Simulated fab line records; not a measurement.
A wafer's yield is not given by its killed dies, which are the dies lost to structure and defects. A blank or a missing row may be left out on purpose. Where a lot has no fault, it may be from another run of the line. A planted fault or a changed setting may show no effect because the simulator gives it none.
fab line records    flow n5_finfet
record lots=7  wafers=39
route steps=1938 shown BEOL_M11@1539 BEOL_M12@1616 BEOL_M15@1808
start_h: start of the lot's first displayed wafer, in hours after the record's first day    wait_h: hours elapsed since this lot's preceding step    " unchanged from the row above    L1.1+2: one row covering several wafers at once    - no value, or no start given    * or withheld: withheld    < > ~ a bound
route shown NAME@n: names a module that has steps shown in the file, with the first one's number in the route    usual: mean/standard deviation of fault-free wafers    same: alike in all rows    chamber/n: place in a boat    sites: the reading at each site    _std_site: standard deviation across them    _edge_site: the outer-site mean with the inner-site mean subtracted    radius_mm: for every site, how far away it sits from the centre of the wafer    mask NAME#n: copy n    behind: tool/chamber where the wafer was last shaped    hold: cause of the lot's hold/its duration in hours/its outcome    device: which transistor (n, p or np) failed to switch    end of line: the tests these same wafers got at the end of their route    a step without rows: its recipe alone    killed: dies lost to structure and defects at the first sort, not the wafer's yield    map: per-die view of a wafer (x killed, . not killed, _ where there is no die)
set.NAME: the setting as run; set.NAME@STEP: as run at that earlier step    model.NAME: the simulator's own value behind a step, which no gauge read
lots with deliberately changed settings; one table per step, one row per wafer
## steps
# step N5_BEOL_M11_PECVD_70
# recipe material=SiO2  target_thk_a=200  temp_c=400  precursor=TEOS/O2  pressure_torr=5.5  rf_w=450  teos_flow_sccm=53.8  gas=O2  flow_sccm=3000  time_s=22.7
lot.wafer   tool      chamber  start_h  wait_h  set.time_s  model.SiO2_of_BEOL_M11_PECVD_70.thk_nm
L076.1      pecvd-03  1        218.14   0.0     16.33       14.8
L076.2+3    "         0,2      "        "       22.7        20.2
L076.4      "         1        "        "       16.33       15
L076.5      "         0        "        "       16.33       14.6
L076.6      "         2        "        "       22.7        20.4
L075.1+2    pecvd-02  1,0      226.91   0.0     29.86       25.8
L075.3      "         0        "        "       22.7        20.2
L075.4      "         1        "        "       22.7        20.4
L075.5      "         1        "        "       29.86       26
L075.6      "         0        "        "       22.7        20
L077.1      pecvd-04  0        228.74   0.0     22.7        19.6
L077.2+4+5  "         1,0,2    "        "       22.7        19.8
L077.3      "         2        "        "       22.7        19.4
L077.6      "         1        "        "       22.7        20.2
L078.1+6    pecvd-03  0        230.48   0.0     22.7        20
L078.2      "         2        "        "       31.53       27.2
L078.3      "         1        "        "       22.7        19.6
L078.4+5    "         1,2      "        "       31.53       27.6
L081.1      pecvd-03  0        268.00   0.0     22.7        19.8
L081.2      "         1        "        "       22.7        19.6
L081.3      "         2        "        "       15.95       14.2
L081.4      "         1        "        "       22.7        20
L081.5+6    "         2,0      "        "       15.95       14.4
L083.1      pecvd-02  1        286.91   0.0     22.7        19.4
L083.2+3    "         0,2      "        "       22.7        19.6
L083.4      "         2        "        "       22.7        20.2
L083.5      "         1        "        "       22.7        20
L083.6      "         0        "        "       22.7        19.8
L094.2+4    pecvd-04  0,2      359.53   0.0     22.7        19.6
L094.3      "         2        "        "       22.7        19.4
# step N5_BEOL_M11_HM_DEP_02
# recipe material=TiN  target_thk_a=200  temp_c=25  chamber_pressure_pa=0.49996
# step N5_BEOL_M11_COAT_59
# recipe resist=SOC  temp_c=250  time_s=60  spin_rpm=1500  resist_thk_nm=100
# step N5_BEOL_M11_ECD_50
# recipe material=Cu  target_thk_a=3180
# step N5_BEOL_M11_ANNEAL_51
# recipe temp_c=225  time_s=90  ambient=N2
# step N5_BEOL_M11_CMP_52
# recipe stop_on=SiCOH_lowk  t_overpolish_s=7  down_force_psi=1  platen_rpm=50  clearing_platen_down_force_psi=1.5  clearing_platen_rpm=50  post_cmp_clean=cu_alkaline  target_thk_nm=140  clearing_platen_pad_velocity_m_s=0.99484  pad_velocity_m_s=0.99484
# usual barrier_field_endpoint_s=29.0/0.68
lot.wafer  tool    chamber  start_h  wait_h  set.time_s@BEOL_M11_PECVD_70  barrier_field_endpoint_s
L076.3     cmp-03  0        225.12   0.2     22.7                          29.1
L076.2     "       1        "        "       22.7                          29.5
L076.4     "       2        "        "       16.33                         23.5
L076.1     "       3        "        "       16.33                         23.0
L076.6     "       0        "        "       22.7                          28.8
L076.5     "       1        "        "       16.33                         22.8
L077.4     cmp-03  3        238.54   0.1     22.7                          28.8
L077.2     "       0        "        "       22.7                          28.8
L077.1     "       1        "        "       22.7                          28.7
L077.3     "       2        "        "       22.7                          27.9
L077.6     "       3        "        "       22.7                          29.0
L077.5     "       0        "        "       22.7                          29.3
L075.2     cmp-04  1        239.55   0.2     29.86                         36.7
L075.3     "       2        "        "       22.7                          29.2
L075.4     "       3        "        "       22.7                          30.4
L075.1     "       0        "        "       29.86                         35.4
L075.5     "       1        "        "       29.86                         36.4
L075.6     "       2        "        "       22.7                          29.2
L078.4     cmp-03  3        239.82   0.1     31.53                         36.6
L078.3     "       0        "        "       22.7                          27.8
L078.2     "       1        "        "       31.53                         37.3
L078.1     "       2        "        "       22.7                          29.1
L078.6     "       3        "        "       22.7                          29.0
L078.5     "       0        "        "       31.53                         38.7
L081.4     cmp-04  1        277.67   0.1     22.7                          28.6
L081.2     "       2        "        "       22.7                          28.1
L081.3     "       3        "        "       15.95                         22.2
L081.1     "       0        "        "       22.7                          28.6
L081.6     "       1        "        "       15.95                         22.0
L081.5     "       2        "        "       15.95                         21.4
L083.3     cmp-01  3        293.32   0.2     22.7                          27.5
L083.4     "       0        "        "       22.7                          29.5
L083.1     "       1        "        "       22.7                          28.0
L083.2     "       2        "        "       22.7                          28.1
L083.6     "       3        "        "       22.7                          28.9
L083.5     "       0        "        "       22.7                          29.1
L094.2     cmp-03  3        365.04   0.4     22.7                          28.7
L094.4     "       0        "        "       22.7                          29.0
L094.3     "       2        "        "       22.7                          29.8
# step N5_BEOL_M12_ETCH_59
# recipe chemistry=N2/H2  target=BARC  target_depth_a=890  overetch_a=267  time_s=67.9  ion_energy_ev=200  pressure_mtorr=30  source_w=840  bias_w=150  n2_flow_sccm=200  h2_flow_sccm=200
lot.wafer   tool         chamber  start_h  wait_h  set.target_depth_a  model.coat_of_BEOL_M12_COAT_04.thk_nm
L076.1      rie_diel-03  2        226.29   0.0     890                 319.8
L076.2      "            1        "        "       1324                293
L076.3      "            3        "        "       1324                289.4
L076.4      "            0        "        "       890                 320.8
L076.5      "            2        "        "       1324                295.6
L076.6      "            1        "        "       890                 318.6
L077.1      rie_diel-03  1        239.61   0.0     890                 318.2
L077.2      "            3        "        "       890                 315.4
L077.3      "            0        "        "       890                 319.4
L077.4      "            2        "        "       890                 320
L077.5      "            3        "        "       890                 315.2
L077.6      "            2        "        "       890                 318.4
L075.1      rie_diel-06  1        240.74   0.0     890                 315.4
L075.2      "            3        "        "       890                 313.4
L075.3      "            0        "        "       890                 317.6
L075.4      "            2        "        "       890                 315
L075.5      "            1        "        "       890                 314
L075.6      "            2        "        "       890                 313.2
L078.1      rie_diel-01  3        240.86   0.0     737.7               325.4
L078.2      "            1        "        "       737.7               324
L078.3      "            0        "        "       737.7               324.2
L078.4      "            2        "        "       890                 314.8
L078.5      "            0        "        "       890                 313.6
L078.6      "            3        "        "       890                 317
L081.1+5+6  rie_diel-01  2,3,0    278.71   0.0     890                 317.4
L081.2      "            1        "        "       890                 319
L081.3+4    "            3,0      "        "       890                 318
L083.1      rie_diel-06  3        294.73   0.0     647.4               329.6
L083.2+4    "            1,2      "        "       647.4               332
L083.3      "            0        "        "       890                 320.4
L083.5      "            0        "        "       890                 320.8
L083.6      "            1        "        "       890                 317.6
L094.2      rie_diel-06  2        366.51   0.0     890                 317.6
L094.3      "            0        "        "       890                 319.8
L094.4      "            3        "        "       890                 316
# step N5_BEOL_M12_VIA_ETCH_16
# recipe chemistry=C4F8/O2/Ar  target=SiOC  pressure_mtorr=30  source_w=3000  bias_w=700  Ar_flow_sccm=400  C4F8_flow_sccm=15  O2_flow_sccm=8  he_inner_torr=15  he_outer_torr=30  target_depth_a=7248  time_s=withheld  ion_energy_ev=250  ends=cleared
lot.wafer   tool         chamber  start_h  wait_h  set.target_depth_a@BEOL_M12_ETCH_59  model.coat_of_BEOL_M12_COAT_04.thk_nm
L076.1      rie_diel-03  2        226.34   0.0     890                                  127.8
L076.2      "            1        "        "       1324                                 99.2
L076.3      "            3        "        "       1324                                 96.8
L076.4      "            0        "        "       890                                  124.2
L076.5      "            2        "        "       1324                                 100.4
L076.6      "            1        "        "       890                                  123.2
L077.1+4+6  rie_diel-03  1,2,2    239.66   0.0     890                                  125.2
L077.2      "            3        "        "       890                                  124.2
L077.3      "            0        "        "       890                                  129.6
L077.5      "            3        "        "       890                                  119.6
L075.1      rie_diel-06  1        240.79   0.0     890                                  123.6
L075.2      "            3        "        "       890                                  118.6
L075.3      "            0        "        "       890                                  126.4
L075.4      "            2        "        "       890                                  120
L075.5      "            1        "        "       890                                  120.6
L075.6      "            2        "        "       890                                  117.4
L078.1      rie_diel-01  3        240.91   0.0     737.7                                134.2
L078.2      "            1        "        "       737.7                                133.8
L078.3      "            0        "        "       737.7                                128.4
L078.4      "            2        "        "       890                                  121.2
L078.5      "            0        "        "       890                                  117.2
L078.6      "            3        "        "       890                                  123.4
L081.1      rie_diel-01  2        278.76   0.0     890                                  125.6
L081.2      "            1        "        "       890                                  126.8
L081.3      "            3        "        "       890                                  124.4
L081.4      "            0        "        "       890                                  122.8
L081.5      "            3        "        "       890                                  123.4
L081.6      "            0        "        "       890                                  119.8
L083.1      rie_diel-06  3        294.79   0.0     647.4                                135
L083.2      "            1        "        "       647.4                                137
L083.3      "            0        "        "       890                                  124.8
L083.4      "            2        "        "       647.4                                134
L083.5      "            0        "        "       890                                  123.4
L083.6      "            1        "        "       890                                  117.6
L094.2      rie_diel-06  2        366.56   0.0     890                                  126
L094.3      "            0        "        "       890                                  129.8
L094.4      "            3        "        "       890                                  120
# step N5_BEOL_M12_STRIP_63
# recipe chemistry=N2/H2  power_w=1000  temp_c=250  h2_frac=0.65  overash_fraction=0.3  pressure_mtorr=1000  n2_flow_sccm=1750  h2_flow_sccm=3250
# usual strip_time_to_endpoint_s=42.4/0.93
lot.wafer  tool             chamber  start_h  wait_h  set.target_depth_a@BEOL_M12_ETCH_59  strip_time_to_endpoint_s
L076.1     plasma_asher-01  1        226.54   -       890                                  43.8
L076.2     "                0        "        "       1324                                 36.0
L076.3     "                0        "        "       1324                                 35.3
L076.4     "                1        "        "       890                                  42.8
L076.5     "                0        "        "       1324                                 36.3
L076.6     "                1        "        "       890                                  42.6
L077.1     plasma_asher-02  0        239.86   -       890                                  43.1
L077.2     "                1        "        "       890                                  42.8
L077.3     "                0        "        "       890                                  44.2
L077.4     "                1        "        "       890                                  43.1
L077.5     "                1        "        "       890                                  41.6
L077.6     "                0        "        "       890                                  43.1
L075.1     plasma_asher-02  1        240.99   -       890                                  42.6
L075.2     "                0        "        "       890                                  41.3
L075.3     "                1        "        "       890                                  43.4
L075.4     "                0        "        "       890                                  41.7
L075.5     "                1        "        "       890                                  41.8
L075.6     "                0        "        "       890                                  41.0
L078.1     plasma_asher-01  1        241.11   -       737.7                                45.5
L078.2     "                0        "        "       737.7                                45.4
L078.3     "                1        "        "       737.7                                43.9
L078.4     "                0        "        "       890                                  42.0
L078.5     "                1        "        "       890                                  40.9
L078.6     "                0        "        "       890                                  42.6
L081.1     plasma_asher-01  0        278.96   -       890                                  43.2
L081.2     "                1        "        "       890                                  43.5
L081.3     "                1        "        "       890                                  42.9
L081.4     "                0        "        "       890                                  42.4
L081.5     "                1        "        "       890                                  42.6
L081.6     "                0        "        "       890                                  41.6
L083.1     plasma_asher-01  0        294.99   -       647.4                                45.7
L083.2     "                1        "        "       647.4                                46.2
L083.3     "                1        "        "       890                                  43.0
L083.4     "                0        "        "       647.4                                45.4
L083.5     "                0        "        "       890                                  42.6
L083.6     "                1        "        "       890                                  41.0
L094.2     plasma_asher-02  0        366.76   -       890                                  43.3
L094.3     "                1        "        "       890                                  44.3
L094.4     "                0        "        "       890                                  41.7
# step N5_BEOL_M15_ETCH_61
# recipe chemistry=N2/H2  target=BARC  target_depth_a=890  overetch_a=267  time_s=67.9  ion_energy_ev=200  pressure_mtorr=30  source_w=840  bias_w=150  n2_flow_sccm=200  h2_flow_sccm=200
lot.wafer  tool         chamber  start_h  wait_h  set.time_s  model.etch.depth_nm  model.coat_of_BEOL_M15_COAT_22.thk_nm
L076.1     rie_diel-05  1        246.76   0.0     31.7        53.92                753.4
L076.2     "            3        "        "       31.7        52.63                753.8
L076.3     "            2        "        "       31.7        53.53                751.4
L076.4     "            0        "        "       67.9        88.54                716.8
L076.5     "            2        "        "       67.9        88.5                 719.8
L076.6     "            1        "        "       67.9        88.77                716.4
L077.1     rie_diel-05  0        262.65   0.0     67.9        89.5                 718.4
L077.2     "            2        "        "       67.9        88.98                720.4
L077.3     "            3        "        "       67.9        89.2                 719.8
L077.4     "            1        "        "       94.9        89.56                695.4
L077.5     "            2        "        "       94.9        89.34                695.8
L077.6     "            1        "        "       94.9        89.44                693.2
L075.1     rie_diel-02  1        263.09   0.0     67.9        88.72                719.8
L075.2     "            2        "        "       67.9        89                   717.4
L075.3     "            0        "        "       67.9        88.88                711.2
L075.4     "            3        "        "       67.9        89.02                721.8
L075.5     "            3        "        "       67.9        88.97                720.4
L075.6     "            2        "        "       67.9        89.05                720.4
L078.1     rie_diel-04  3        263.10   0.0     67.9        88.85                718.8
L078.2     "            0        "        "       89.36       88.71                697
L078.3     "            0        "        "       89.36       88.65                698.4
L078.4     "            3        "        "       67.9        88.76                718.6
L078.5     "            0        "        "       89.36       88.94                698.6
L078.6     "            3        "        "       67.9        88.63                720
L081.1     rie_diel-02  3        299.11   0.0     67.9        88.56                714.8
L081.2     "            2        "        "       29.21       47.81                751.2
L081.3     "            0        "        "       67.9        88.88                709.4
L081.4     "            1        "        "       29.21       48.13                754
L081.5     "            1        "        "       67.9        88.68                717.4
L081.6     "            0        "        "       29.21       53.25                751.2
L083.1     rie_diel-04  2        312.59   0.0     67.9        89.3                 717.8
L083.2     "            0        "        "       67.9        89.21                720.8
L083.3     "            1        "        "       67.9        89.01                723.2
L083.4     "            3        "        "       67.9        89.5                 724
L083.5     "            0        "        "       67.9        89.25                722.4
L083.6     "            3        "        "       67.9        89.09                724.4
L094.2     rie_diel-04  0        386.68   0.0     67.9        88.93                719.6
L094.3     "            3        "        "       67.9        88.83                717.6
L094.4     "            1        "        "       67.9        88.92                716.4
# step N5_BEOL_M15_TRENCH_ETCH_34
# recipe chemistry=C4F8/O2/Ar  target=SiO2  target_depth_a=8729.3  he_inner_torr=15  he_outer_torr=30  time_s=199  ion_energy_ev=800  pressure_mtorr=20  source_w=1905  bias_w=2040  Ar_flow_sccm=400  C4F8_flow_sccm=16  O2_flow_sccm=12
lot.wafer  tool         chamber  start_h  wait_h  set.time_s@BEOL_M15_ETCH_61  model.coat_of_BEOL_M15_COAT_22.thk_nm
L076.1     rie_diel-05  1        246.82   0.0     31.7                         579
L076.2     "            3        "        "       31.7                         586.2
L076.3     "            2        "        "       31.7                         577.8
L076.4     "            0        "        "       67.9                         542.4
L076.5     "            2        "        "       67.9                         546.2
L076.6     "            1        "        "       67.9                         540.8
L077.1     rie_diel-05  0        262.71   0.0     67.9                         542
L077.2     "            2        "        "       67.9                         544.4
L077.3     "            3        "        "       67.9                         548.4
L077.4     "            1        "        "       94.9                         518
L077.5     "            2        "        "       94.9                         520
L077.6     "            1        "        "       94.9                         516
L075.1     rie_diel-02  1        263.14   0.0     67.9                         546.4
L075.2     "            2        "        "       67.9                         545.2
L075.3     "            0        "        "       67.9                         528.6
L075.4     "            3        "        "       67.9                         550.6
L075.5     "            3        "        "       67.9                         549.2
L075.6     "            2        "        "       67.9                         548
L078.1     rie_diel-04  3        263.17   0.1     67.9                         547.2
L078.2     "            0        "        "       89.36                        523.8
L078.3     "            0        "        "       89.36                        527.4
L078.4     "            3        "        "       67.9                         545.4
L078.5     "            0        "        "       89.36                        526.6
L078.6     "            3        "        "       67.9                         547.8
L081.1     rie_diel-02  3        299.16   0.0     67.9                         548.6
L081.2     "            2        "        "       29.21                        579.6
L081.3     "            0        "        "       67.9                         528.6
L081.4     "            1        "        "       29.21                        582.4
L081.5     "            1        "        "       67.9                         544.6
L081.6     "            0        "        "       29.21                        570
L083.1     rie_diel-04  2        312.64   0.0     67.9                         536.4
L083.2     "            0        "        "       67.9                         548
L083.3     "            1        "        "       67.9                         546.6
L083.4     "            3        "        "       67.9                         549
L083.5     "            0        "        "       67.9                         548.2
L083.6     "            3        "        "       67.9                         547.4
L094.2     rie_diel-04  0        386.73   0.0     67.9                         547.2
L094.3     "            3        "        "       67.9                         543.2
L094.4     "            1        "        "       67.9                         542.4
## key
split step=N5_BEOL_M11_PECVD_70  setting=time_s  stated=22.7  by=wafer
response step=N5_BEOL_M11_PECVD_70  reading=model.SiO2_of_BEOL_M11_PECVD_70.thk_nm  change=+0.189  per=1%  r=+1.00
response step=N5_BEOL_M11_CMP_52  reading=barrier_field_endpoint_s  change=+0.22  per=1%  r=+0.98
split step=N5_BEOL_M12_ETCH_59  setting=target_depth_a  stated=890  by=wafer
response step=N5_BEOL_M12_ETCH_59  reading=model.coat_of_BEOL_M12_COAT_04.thk_nm  change=-0.526  per=1%  r=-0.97
response step=N5_BEOL_M12_VIA_ETCH_16  reading=model.coat_of_BEOL_M12_COAT_04.thk_nm  change=-0.54  per=1%  r=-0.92
response step=N5_BEOL_M12_STRIP_63  reading=strip_time_to_endpoint_s  change=*  per=1%  r=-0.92
split step=N5_BEOL_M15_ETCH_61  setting=time_s  stated=67.9  by=wafer
response step=N5_BEOL_M15_ETCH_61  reading=model.etch.depth_nm  shape=bent  at_lowest=49.73  at_stated=88.95  at_highest=89.45
response step=N5_BEOL_M15_ETCH_61  reading=model.coat_of_BEOL_M15_COAT_22.thk_nm  change=-0.658  per=1%  r=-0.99
response step=N5_BEOL_M15_TRENCH_ETCH_34  reading=model.coat_of_BEOL_M15_COAT_22.thk_nm  change=-0.674  per=1%  r=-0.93
